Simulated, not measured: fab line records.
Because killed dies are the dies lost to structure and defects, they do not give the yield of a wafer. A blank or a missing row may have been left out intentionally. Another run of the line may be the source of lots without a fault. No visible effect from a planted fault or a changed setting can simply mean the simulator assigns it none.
Chamber matching | flow nand harc | NHARC_P_CONTACT_ALD_22 on ald metal-04: 4 sister chambers
The step deposits TiN, target thk 3 nm, pulse time 1 s, ald cycles 150. 16 wafers are shown with their chamber, then 8 later ones without.

== WAFERS, EACH WITH ITS CHAMBER ==
wafer  | chamber | heater power w (W) | precursor pulse height rel
L076.2 | 0       | 1017               | 0.985
L076.3 | 2       | 1064               | 0.994
L076.4 | 3       | 1096               | 0.998
L080.4 | 1       | 1105               | 0.988
L080.5 | 2       | 1128               | 0.992
L080.6 | 1       | 1073               | 1.025
L082.3 | 2       | 1090               | 0.971
L082.4 | 3       | 1115               | 1.001
L082.5 | 0       | 1035               | 0.961
L084.2 | 1       | 1068               | 0.989
L084.3 | 0       | 1023               | 1.045
L084.6 | 2       | 1069               | 1.023
L087.2 | 3       | 1103               | 1.012
L087.4 | 2       | 1076               | 1.007
L087.5 | 3       | 1099               | 0.964
L088.2 | 3       | 1080               | 0.996

SIGNATURES, as means of the wafers listed above
reading                    | chamber 0 | chamber 1 | chamber 2 | chamber 3 | scatter within a chamber
heater power w             | 1025.00   | 1082.00   | 1085.40   | 1098.60   | 18.9
precursor pulse height rel | 0.99700   | 1.00067   | 0.99740   | 0.99420   | 0.0249
Rule: for each reading, subtract the chamber's mean from the wafer's reading, divide by that reading's scatter and square the result; add these up over the readings and take the root, which gives the wafer's distance from the chamber. The wafer belongs to the nearest chamber; if the next one is less than 2 further off, it can't be placed. The scatter is the square root of a quotient: the sum, over the shown wafers, of each reading's squared deviation from its chamber's mean, divided by wafers minus chambers.

== WAFERS WITH NO CHAMBER GIVEN ==
wafer  | heater power w (W) | precursor pulse height rel
L088.3 | 1082               | 0.982
L088.5 | 1060               | 1.019
L091.1 | 1136               | 0.998
L091.3 | 1081               | 0.997
L091.4 | 1051               | 0.977
L097.1 | 1094               | 1.018
L097.4 | 994                | 0.999
L097.5 | 1090               | 0.994

== WHICH CHAMBER EACH WENT THROUGH ==
wafer  | from the rows above               | in truth
L088.3 | can't be placed: 2 or 1 or 3      | 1
L088.5 | can't be placed: 1 or 2 or 0 or 3 | 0
L091.1 | can't be placed: 3 or 2 or 1      | 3
L091.3 | can't be placed: 1 or 2 or 3      | 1
L091.4 | can't be placed: 0 or 1 or 2 or 3 | 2
L097.1 | can't be placed: 1 or 2 or 3      | 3
L097.4 | 0                                 | 0
L097.5 | can't be placed: 2 or 3 or 1      | 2
Correctly placed: 1 of 8. Can't be placed from these rows: 7 (the true chamber is among the candidates in 7). 0 placed wrongly.
